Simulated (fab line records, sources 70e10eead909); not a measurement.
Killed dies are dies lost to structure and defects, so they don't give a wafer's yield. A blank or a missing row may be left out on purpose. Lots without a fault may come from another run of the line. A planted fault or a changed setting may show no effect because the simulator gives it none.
Which tool did it? | flow nand_harc | 12 lots, 36 wafers sampled, at 5 steps of a route of 1302

WHAT THE GAUGES READ, wafer by wafer
NHARC_P_M0_INSPECT_11. Usual: raw_defect_count 4.0, standard deviation 2.3.
lot  | measured     | on                | raw_defect_count | flag
L502 | day 5 22:10  | defect_inspect-02 | 3 1 3            |
L504 | day 7 07:41  | defect_inspect-02 | 8 7 6            |
L505 | day 7 12:46  | defect_inspect-02 | 4 4 3            |
L506 | day 7 16:32  | defect_inspect-02 | 1 6 3            |
L508 | day 8 18:41  | defect_inspect-02 | 2 4 3            |
L512 | day 10 03:49 | defect_inspect-01 | 1 2 3            |
L513 | day 10 20:35 | defect_inspect-02 | 9 6 5            |
L514 | day 11 01:07 | defect_inspect-01 | 3 0 1            |
L515 | day 12 03:32 | defect_inspect-02 | 6 4 3            |
L518 | day 12 17:49 | defect_inspect-01 | 6 4 5            |
L520 | day 13 09:32 | defect_inspect-01 | 5 4 5            |
L524 | day 15 05:37 | defect_inspect-02 | 7 2 2            |

NHARC_END_SORT_01. Usual: defect_limited_yield 90.6 %, standard deviation 2.9; killed_at_array 59, standard deviation 20; killed_at_other 0.8, standard deviation 1.2; killed_at_periphery 3.5, standard deviation 2.2; killed_dies 63, standard deviation 20; killed_open 3.3, standard deviation 1.8; killed_short 2.6, standard deviation 1.7.
lot  | measured     | on        | defect_limited_yield (%) | killed_at_array | killed_at_other | killed_at_periphery | killed_dies | killed_open | killed_short | flag
L502 | day 24 00:41 | prober-01 | 94.1 93.8 93.8           | 40 40 36        | 0 1 0           | 0 1 6               | 40 42 42    | 2 1 2       | 3 0 2        |
L504 | day 25 11:53 | prober-02 | 89.8 87.0 87.4           | 65 85 80        | 0 0 1           | 4 3 4               | 69 88 85    | 1 3 8       | 1 7 3        |
L505 | day 25 16:22 | prober-01 | 89.2 89.5 88.3           | 71 68 79        | 0 0 0           | 2 3 0               | 73 71 79    | 0 5 2       | 1 2 1        |
L506 | day 25 20:32 | prober-02 | 92.9 93.6 93.6           | 39 37 38        | 5 2 3           | 4 4 2               | 48 43 43    | 5 2 2       | 4 2 4        |
L508 | day 27 04:40 | prober-01 | 86.3 88.3 86.6           | 87 74 84        | 4 2 3           | 2 3 4               | 93 79 91    | 1 2 6       | 4 5 3        |
L512 | day 28 23:28 | prober-02 | 94.7 93.2 95.3           | 33 38 28        | 0 3 0           | 3 5 4               | 36 46 32    | 4 8 2       | 2 1 3        |
L513 | day 28 16:50 | prober-01 | 91.4 93.4 91.7           | 51 40 52        | 0 1 0           | 7 4 4               | 58 45 56    | 3 0 1       | 1 1 1        |
L514 | day 29 07:23 | prober-01 | 84.9 85.2 86.1           | 100 99 93       | 1 0 0           | 1 1 1               | 102 100 94  | 1 4 4       | 5 4 1        |
L515 | day 29 21:08 | prober-01 | 93.6 94.2 95.6           | 39 35 27        | 1 0 1           | 3 4 2               | 43 39 30    | 2 6 2       | 1 2 1        |
L518 | day 30 13:58 | prober-02 | 87.3 88.0 88.3           | 83 70 73        | 0 1 0           | 3 10 6              | 86 81 79    | 6 4 5       | 4 6 2        |
L520 | day 31 16:10 | prober-01 | 85.7 87.1 86.0           | 91 82 87        | 0 0 0           | 6 5 8               | 97 87 95    | 4 2 5       | 5 3 3        |
L524 | day 34 04:30 | prober-02 | 87.9 89.4 87.0           | 75 66 84        | 1 3 0           | 6 3 4               | 82 72 88    | 3 2 1       | 3 6 1        |

WHICH TOOL RAN EACH LOT (tool, then ch and the chambers of the sampled wafers, then the start)
lot  | NHARC_P_CONTACT_ETCH_35            | NHARC_P_CONTACT_CMP_24        | NHARC_P_M0_SOFTBAKE_04
L502 | rie_diel-04 ch 0,1,2, day 5 18:07  | cmp-03 ch 0,3, day 5 20:44    | litho_track-04 ch 0, day 5 21:00
L504 | rie_diel-13 ch 1,3, day 7 03:38    | cmp-03 ch 1,2, day 7 06:23    | litho_track-01 ch 0, day 7 07:00
L505 | rie_diel-10 ch 0,1,3, day 7 08:53  | cmp-01 ch 0,1, day 7 11:28    | litho_track-04 ch 0, day 7 12:00
L506 | rie_diel-10 ch 0,1,3, day 7 12:37  | cmp-03 ch 0,1,2, day 7 15:14  | litho_track-06 ch 0, day 7 16:00
L508 | rie_diel-13 ch 0,1, day 8 14:40    | cmp-01 ch 0,1, day 8 17:16    | litho_track-04 ch 0, day 8 18:00
L512 | rie_diel-13 ch 0,1, day 9 23:43    | cmp-04 ch 1,2,3, day 10 02:25 | litho_track-04 ch 0, day 10 03:00
L513 | rie_diel-13 ch 2,3, day 10 16:36   | cmp-03 ch 1,2,3, day 10 19:18 | litho_track-06 ch 0, day 10 20:00
L514 | rie_diel-04 ch 0,1, day 10 21:02   | cmp-01 ch 0,2, day 10 23:43   | litho_track-06 ch 0, day 11 00:00
L515 | rie_diel-04 ch 1,2,3, day 11 23:38 | cmp-04 ch 0,1,3, day 12 02:16 | litho_track-04 ch 0, day 12 03:00
L518 | rie_diel-13 ch 1,2,3, day 12 13:41 | cmp-04 ch 0,1,2, day 12 16:22 | litho_track-04 ch 0, day 12 17:00
L520 | rie_diel-10 ch 1,2, day 13 05:32   | cmp-01 ch 0,2,3, day 13 08:10 | litho_track-04 ch 0, day 13 08:00
L524 | rie_diel-10 ch 1,2,3, day 15 01:36 | cmp-04 ch 0,1,3, day 15 04:13 | litho_track-01 ch 0, day 15 05:00
- NHARC_P_CONTACT_ETCH_35: etches the open film in CF4, target depth 39 nm, time 65 s.
- NHARC_P_CONTACT_CMP_24: polishes, t overpolish 30 s, target thk 200 nm.
- NHARC_P_M0_SOFTBAKE_04: time 55 s.

WHAT THE TOOLS THEMSELVES READ (means of the sampled wafers that have a number; where no wafer has one, the mark that the record gives instead)
NHARC_P_CONTACT_ETCH_35. Usual: drypump_motor_current_A 5.4 A, standard deviation 0.45; oes_product_au 0.998 a.u., standard deviation 0.0091; rf_fwd_power_W 297.3 W, standard deviation 1.2; rf_vpp_V 151.3 V, standard deviation 1.2; showerhead_plenum_p_Torr 1.77 Torr, standard deviation 0.063; throttle_valve_pct 13.283 %, standard deviation 0.0094.
lot  | tool        | drypump_motor_current_A (A) | oes_product_au (a.u.) | rf_fwd_power_W (W) | rf_vpp_V (V) | showerhead_plenum_p_Torr (Torr) | throttle_valve_pct (%) | flag
L502 | rie_diel-04 | 5.5                         | 1.006                 | 296.2              | 152.0        | 1.78                            | 13.285                 |
L504 | rie_diel-13 | 5.7                         | 0.997                 | 298.0              | 151.0        | 1.77                            | 13.277                 |
L505 | rie_diel-10 | 5.2                         | 1.003                 | 298.1              | 150.1        | 1.75                            | 13.289                 |
L506 | rie_diel-10 | 5.2                         | 0.994                 | 297.1              | 151.1        | 1.75                            | 13.292                 |
L508 | rie_diel-13 | 5.5                         | 1.002                 | 297.2              | 149.4        | 1.71                            | 13.285                 |
L512 | rie_diel-13 | 5.7                         | 1.003                 | 297.9              | 150.9        | 1.72                            | 13.287                 |
L513 | rie_diel-13 | 6.1                         | 0.990                 | 297.3              | 151.6        | 1.85                            | 13.275                 |
L514 | rie_diel-04 | 5.4                         | 0.996                 | 296.3              | 150.8        | 1.76                            | 13.277                 |
L515 | rie_diel-04 | 5.3                         | 1.002                 | 297.1              | 152.0        | 1.83                            | 13.286                 |
L518 | rie_diel-13 | 5.9                         | 1.002                 | 299.1              | 151.5        | 1.79                            | 13.274                 |
L520 | rie_diel-10 | 5.0                         | 1.004                 | 296.9              | 151.3        | 1.71                            | 13.289                 |
L524 | rie_diel-10 | 5.0                         | 1.005                 | 296.7              | 150.2        | 1.73                            | 13.281                 |

NHARC_P_CONTACT_CMP_24. Usual: motor_current_A 12.0 A, standard deviation 1.3; overpolish_run_s 30.001 s, standard deviation 0.0091; time_to_endpoint_s 39 s, standard deviation 3.4.
lot  | tool   | motor_current_A (A) | overpolish_run_s (s) | time_to_endpoint_s (s) | flag
L502 | cmp-03 | 14.2                | 30.012               | 43                     |
L504 | cmp-03 | 11.3                | 29.993               | 38                     |
L505 | cmp-01 | 12.5                | 30.005               | 45                     |
L506 | cmp-03 | 12.2                | 30.004               | 40                     |
L508 | cmp-01 | 12.2                | 30.002               | 42                     |
L512 | cmp-04 | 11.8                | 30.000               | 38                     |
L513 | cmp-03 | 11.4                | 29.991               | 35                     |
L514 | cmp-01 | 13.0                | 29.993               | 42                     |
L515 | cmp-04 | 12.0                | 30.000               | 35                     |
L518 | cmp-04 | 12.0                | 29.993               | 38                     |
L520 | cmp-01 | 11.7                | 30.002               | 40                     |
L524 | cmp-04 | 11.6                | 30.000               | 37                     |

NHARC_P_M0_SOFTBAKE_04. Usual: heater_power_total_W 188.44 W, standard deviation 0.14; plate_temp_C 105.01 C, standard deviation 0.13.
lot  | tool           | heater_power_total_W (W) | plate_temp_C (C) | flag
L502 | litho_track-04 | 188.38                   | 105.04           |
L504 | litho_track-01 | 188.50                   | 104.93           |
L505 | litho_track-04 | 188.46                   | 105.04           |
L506 | litho_track-06 | 188.33                   | 105.04           |
L508 | litho_track-04 | 188.48                   | 104.88           |
L512 | litho_track-04 | 188.48                   | 104.93           |
L513 | litho_track-06 | 188.39                   | 105.01           |
L514 | litho_track-06 | 188.42                   | 105.04           |
L515 | litho_track-04 | 188.44                   | 104.95           |
L518 | litho_track-04 | 184.14                   | 104.93           | OFF
L520 | litho_track-04 | 184.02                   | 105.04           | OFF
L524 | litho_track-01 | 188.38                   | 105.02           |

THE ANSWER, worked out from the rows above alone
Rule: a lot is off if the mean of its wafers that have a number lies more than 3 standard deviations from the usual mean. A lot without any number at a reading at which 4 lots or more have one is off too. The other lots that the step has rows for count as sound. The gauges are gone through in route order, then the tools' own readings, and for those a lot's mean is taken as printed above. The first step at which some lot is off is used, and at that step the reading that is off furthest; a lot without a number counts as furthest.
Off: L518, L520, at NHARC_P_M0_SOFTBAKE_04 (heater_power_total_W).
A tool fits if, at that step or a process step before it, it ran every lot that is off, and no sound lot after the first of them. One fits: litho_track-04 at NHARC_P_M0_SOFTBAKE_04. Its last sound lot is L515 (day 12 03:00), its first lot that is off L518 (day 12 17:00): a fault that began between those two fits.
The tool's own readings at NHARC_P_M0_SOFTBAKE_04 bear it out: on the lots that are off they differ by more than 5 times the standard deviation of the sound lots' means. heater_power_total_W reads 184.08 W there against 188.43 W on the sound lots.

WHAT THE SIMULATOR HAD PUT IN
Process parameter drift: litho_track-04, from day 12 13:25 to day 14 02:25, at NHARC_P_M0_SOFTBAKE_04. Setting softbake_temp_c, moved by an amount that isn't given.
Lots struck among those shown: L518, L520. The rule above found the same.
